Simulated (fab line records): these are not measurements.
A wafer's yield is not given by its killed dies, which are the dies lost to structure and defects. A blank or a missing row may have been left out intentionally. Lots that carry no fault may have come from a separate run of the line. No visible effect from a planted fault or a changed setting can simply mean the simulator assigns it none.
Chamber matching + flow nandHarc + cmp-03 running NHARC_A_STAIRCASE_CMP_152: 4 sister chambers
The step polishes. 8 wafers are shown with their chamber, then 8 later ones without.

## WAFERS PAIRED WITH THEIR CHAMBERS
| wafer  | chamber | motorCurrentA (A) |
|--------|---------|-------------------|
| L077.6 | 3       | 11.6              |
| L080.2 | 2       | 12.4              |
| L080.5 | 3       | 10.5              |
| L080.6 | 0       | 10.5              |
| L081.1 | 1       | 14.2              |
| L081.5 | 0       | 10.8              |
| L081.6 | 1       | 14.5              |
| L083.2 | 2       | 11.9              |

## WAFERS WITH NO CHAMBER GIVEN
| wafer  | motorCurrentA (A) |
|--------|-------------------|
| L083.3 | 11.0              |
| L083.4 | 10.5              |
| L088.2 | 10.9              |
| L088.4 | 12.1              |
| L088.6 | 12.2              |
| L092.4 | 11.6              |
| L092.5 | 10.5              |
| L092.6 | 10.6              |

## WHICH CHAMBER EACH WENT THROUGH
| wafer  | from the rows above          | in truth |
|--------|------------------------------|----------|
| L083.3 | can't be placed: 3 or 0      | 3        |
| L083.4 | can't be placed: 0 or 3      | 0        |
| L088.2 | can't be placed: 3 or 0      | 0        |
| L088.4 | 2                            | 2        |
| L088.6 | 2                            | 2        |
| L092.4 | can't be placed: 3 or 2 or 0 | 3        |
| L092.5 | can't be placed: 0 or 3      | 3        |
| L092.6 | can't be placed: 0 or 3      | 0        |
Placed correctly: 2 of 8. Can't be placed from these rows: 6 (the true chamber is among the candidates in 6). Number placed wrongly: 0.
How it was worked out, from the rows above alone: a wafer's distance from a chamber is the root of the sum, over the readings, of the square of ((its reading less the chamber's mean) divided by the reading's scatter). The wafer belongs to the nearest chamber; if the next one is less than 2 further off, it can't be placed. The mean given for a chamber averages the wafers shown for that chamber. The scatter is the square root of a quotient: the sum, over the shown wafers, of each reading's squared deviation from its chamber's mean, divided by wafers minus chambers.
